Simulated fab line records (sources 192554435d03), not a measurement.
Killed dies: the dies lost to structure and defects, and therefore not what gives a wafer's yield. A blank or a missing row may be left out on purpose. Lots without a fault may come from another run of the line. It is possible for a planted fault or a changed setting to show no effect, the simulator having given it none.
Matching of chambers    flow n5_finfet    3 sister chambers for N5_BEOL_M1_DEP_57 on pecvd-03
The step deposits SiCN from 3MS/NH3, target thk 8 nm, time 14 s. 6 wafers are shown with their chamber, then 8 later ones without.

## EACH WAFER AND ITS CHAMBER
wafer   chamber  showerhead_plenum_p_Torr (Torr)  throttle_valve_pct (%)
L079.5  2        3.668                            8.9
L081.5  0        3.654                            9.3
L085.1  1        3.671                            9.5
L085.4  1        3.677                            9.2
L085.5  2        3.666                            8.9
L087.1  0        3.650                            9.5

## WAFERS WITHOUT THEIR CHAMBER
wafer   showerhead_plenum_p_Torr (Torr)  throttle_valve_pct (%)
L087.3  3.669                            8.7
L087.5  3.656                            9.1
L092.1  3.653                            9.2
L092.2  3.687                            8.9
L092.5  3.658                            9.5
L095.1  3.673                            9.0
L095.4  3.674                            8.8
L095.5  3.658                            9.1

## THE CHAMBER EACH PASSED THROUGH
wafer   from the rows above      in truth
L087.3  2                        2
L087.5  can't be placed: 0 or 2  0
L092.1  0                        0
L092.2  can't be placed: 1 or 2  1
L092.5  0                        0
L095.1  can't be placed: 2 or 1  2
L095.4  can't be placed: 2 or 1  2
L095.5  can't be placed: 0 or 2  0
Correct placement for 3 of the 8. From these rows, 5 cannot be placed; in 5 the true chamber is one of the candidates. 0 placed wrongly.
How it was worked out, from the rows above alone: a wafer's distance from a chamber is the root of the sum, over the readings, of the square of ((its reading less the chamber's mean) divided by the reading's scatter). The wafer belongs to the nearest chamber; if the next one is less than 2 further off, it can't be placed. For every chamber, the mean is computed from those of its wafers that are shown. How the scatter is found: for the shown wafers, subtract from each reading the mean of its chamber, square and add these, divide the total by (wafers less chambers), then take the root.
